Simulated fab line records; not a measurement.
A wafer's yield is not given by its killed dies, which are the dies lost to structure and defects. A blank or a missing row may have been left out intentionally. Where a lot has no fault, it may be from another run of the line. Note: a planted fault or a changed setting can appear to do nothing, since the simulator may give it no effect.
Comparing a struck lot with a sound one || flow nandHarc || 14 out of 1159 route steps
Sound: wafers L351.2, L351.5, L351.6. The struck wafers were L362.3, L362.5, L362.6. The cause comes at the end.
Order at every step that has rows: each side's tool, ch and its chambers, its first start. Under that, the readings that differ: sound wafers || struck wafers || difference of the means || sigmas: that difference in standard deviations of wafers without a fault.
alike: readings with means less than 2 such deviations apart, plus words and numbers identical on both sides. not compared: withheld readings, readings lacking a value on some wafer, bounds such as >300 that could conceal the same value, and numbers that have no deviation in the record and whose values overlap.
Wherever a step has rows on one side only, a row that says differs or no value, or a row with sigmas, the two part there. Numbers that have no deviation but don't overlap get no sigmas and don't part them. Lack of a reading on every wafer of one side parts them only where that side has two or more wafers.

first, 12 steps without rows for these wafers: NHARC_P_STI_ETCH_26 (etches SiO2 in dHF, target depth 11 nm); NHARC_P_STI_PRECLEAN_27 (cleans in SC1); NHARC_P_STI_SRD_28; NHARC_P_STI_OXIDE_29 (material SiO2, target thk 10 nm, ox time 1362 s); NHARC_P_STI_HM_DEP_30 (deposits Si3N4, target thk 80 nm, time 873 s); NHARC_P_STI_DEHYDRATE_01 (time 120 s); NHARC_P_STI_HMDS_02 (time 30 s); NHARC_P_STI_COAT_41 (time 65 s); NHARC_P_STI_COAT_03 (resist thk 600 nm); NHARC_P_STI_SOFTBAKE_04 (time 70 s); NHARC_P_STI_EBR_05; NHARC_P_STI_EXPOSE_06 (exposes mask P STI, target cd 200 nm).
NHARC_P_STI_PEB_07: peb time 80 s.
  struck on lithoTrack-07, day 7 13:10; sound on lithoTrack-05 ch 0, day 4 19:37
  no value came back on the struck wafers for chillPlateTempC (C), exhaustPa (Pa); on the sound wafers chillPlateTempC (C) reads 22.96 22.93 23.04
then, 1 step without rows for these wafers: NHARC_P_STI_DEVELOP_08 (time 50 s).

WHERE THEY PART
NHARC_P_STI_PEB_07 only, going by this record.

WHY: the cause the simulator had injected
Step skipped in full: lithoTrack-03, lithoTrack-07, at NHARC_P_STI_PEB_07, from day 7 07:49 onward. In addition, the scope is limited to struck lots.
